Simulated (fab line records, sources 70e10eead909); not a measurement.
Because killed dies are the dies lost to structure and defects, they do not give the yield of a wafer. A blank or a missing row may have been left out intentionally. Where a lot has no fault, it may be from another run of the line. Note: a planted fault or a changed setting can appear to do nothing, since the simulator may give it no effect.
Matching of chambers | flow nand_harc | NHARC_P_M0_CMP_23 on cmp-04: 4 sister chambers
The step polishes, t overpolish 20 s, target thk 117.53 nm. 4 wafers are shown with their chamber, then 7 later ones without.

== WAFERS, EACH WITH ITS CHAMBER ==
wafer  | chamber | motor_current_A (A)
L160.4 | 1       | 13.0
L160.6 | 3       | 9.7
L161.3 | 0       | 10.2
L161.4 | 2       | 11.3

== WAFERS WITH NO CHAMBER GIVEN ==
wafer  | motor_current_A (A)
L161.5 | 11.0
L164.1 | 10.6
L164.5 | 12.5
L164.6 | 10.7
L170.1 | 11.0
L170.2 | 10.4
L170.3 | 12.8

== WHICH CHAMBER EACH ONE RAN IN ==
wafer  | from the rows above          | in truth
L161.5 | can't be placed: 2 or 0      | 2
L164.1 | can't be placed: 0 or 2 or 3 | 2
L164.5 | can't be placed: 1 or 2      | 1
L164.6 | can't be placed: 0 or 2 or 3 | 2
L170.1 | can't be placed: 2 or 0      | 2
L170.2 | can't be placed: 0 or 3 or 2 | 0
L170.3 | 1                            | 1
Correct placement for 1 of the 7. Unplaceable from these rows: 6, with the true chamber sitting among the candidates in 6. Wrongly placed: 0.
How it was worked out, from the rows above alone: a wafer's distance from a chamber is the root of the sum, over the readings, of the square of ((its reading less the chamber's mean) divided by the reading's scatter). The wafer belongs to the nearest chamber; if the next one is less than 2 further off, it can't be placed. A chamber's mean is the mean of its shown wafers. The scatter: with one shown wafer a chamber, the root of the mean of the squares of how far each hidden wafer lies from its nearest shown one.
